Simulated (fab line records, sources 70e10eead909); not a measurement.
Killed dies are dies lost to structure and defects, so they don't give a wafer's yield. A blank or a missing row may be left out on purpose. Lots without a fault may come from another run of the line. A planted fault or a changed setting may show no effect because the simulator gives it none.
Tool commonality check | flow nand_harc | 3 lots, 9 wafers sampled

WHY IT WAS OPENED
At NHARC_END_SORT_01 the reading killed_at_array is flagged on 3 of 3 lots. Wafers without a fault read 56, standard deviation 20.
Rule: a lot is flagged when every wafer of it that has a number lies more than 4 standard deviations from that mean, or none has a number. The other lots count as sound.

lot  | measured     | on        | killed_at_array, wafer by wafer | flag
L303 | day 29 05:33 | prober-01 | 670 667 670                     | FLAGGED
L304 | day 30 15:02 | prober-01 | 671 675 671                     | FLAGGED
L305 | day 30 15:08 | prober-02 | 674 675 670                     | FLAGGED
The numbers of the flagged lots are 671 on average: +615 against the usual, or +31 standard deviations.

WHICH TOOL RAN EACH LOT
The record holds 4 process steps before the reading, out of a route of 1302 steps. In each cell: the tool, then ch and the chambers that the sampled wafers went through, then the start.
lot  | flag    | NHARC_A_CHANNEL_HOLE_D1_ETCH_20  | NHARC_A_CHANNEL_HOLE_D1_XSEM_31 | NHARC_A_CHANNEL_FILL_D1_ALD_25   | NHARC_A_DECK1_JOINT_ETCH_19
L303 | FLAGGED | har_etch-02 ch 0,1, day 13 23:10 | xsem-01 ch 0, day 14 04:40      | ald_hk-04 ch 1,2, day 15 17:06   | wet_bench-07 ch 0,1,5, day 16 05:10
L304 | FLAGGED | har_etch-01 ch 0,1, day 14 18:40 | xsem-02 ch 0, day 15 00:07      | ald_hk-01 ch 0,1,3, day 16 13:11 | wet_bench-09 ch 0,6,7, day 17 01:17
L305 | FLAGGED | har_etch-02 ch 0,1, day 14 19:46 | xsem-01 ch 0, day 15 01:14      | ald_hk-04 ch 2,3, day 16 13:11   | wet_bench-07 ch 3,5,6, day 17 01:12
What these steps do:
- NHARC_A_CHANNEL_HOLE_D1_ETCH_20: etches the open film in C4F8/O2/Ar, time 361.9 s, target depth 1600 nm.
- NHARC_A_CHANNEL_HOLE_D1_XSEM_31
- NHARC_A_CHANNEL_FILL_D1_ALD_25: deposits SiOx, target thk 60 nm, pulse time 10 s, ald cycles 600.
- NHARC_A_DECK1_JOINT_ETCH_19: etches poly-Si in TMAH, target depth 3 nm.
- NHARC_END_SORT_01

FLAGGED OVER TOTAL, TOOL BY TOOL (the gauges that took the reading come last)
step                            | tool         | lots run | flagged | share of the flagged lots | sound lots run after its first flagged lot
NHARC_A_CHANNEL_HOLE_D1_ETCH_20 | har_etch-01  | 1        | 1       | some                      | 0
NHARC_A_CHANNEL_HOLE_D1_ETCH_20 | har_etch-02  | 2        | 2       | some                      | 0
NHARC_A_CHANNEL_HOLE_D1_XSEM_31 | xsem-01      | 2        | 2       | some                      | 0
NHARC_A_CHANNEL_HOLE_D1_XSEM_31 | xsem-02      | 1        | 1       | some                      | 0
NHARC_A_CHANNEL_FILL_D1_ALD_25  | ald_hk-01    | 1        | 1       | some                      | 0
NHARC_A_CHANNEL_FILL_D1_ALD_25  | ald_hk-04    | 2        | 2       | some                      | 0
NHARC_A_DECK1_JOINT_ETCH_19     | wet_bench-07 | 2        | 2       | some                      | 0
NHARC_A_DECK1_JOINT_ETCH_19     | wet_bench-09 | 1        | 1       | some                      | 0
NHARC_END_SORT_01               | prober-01    | 2        | 2       | some                      | 0
NHARC_END_SORT_01               | prober-02    | 1        | 1       | some                      | 0

WHAT THE TABLE ALLOWS
No row of the table ran every flagged lot.

WHAT THE SIMULATOR HAD PUT IN
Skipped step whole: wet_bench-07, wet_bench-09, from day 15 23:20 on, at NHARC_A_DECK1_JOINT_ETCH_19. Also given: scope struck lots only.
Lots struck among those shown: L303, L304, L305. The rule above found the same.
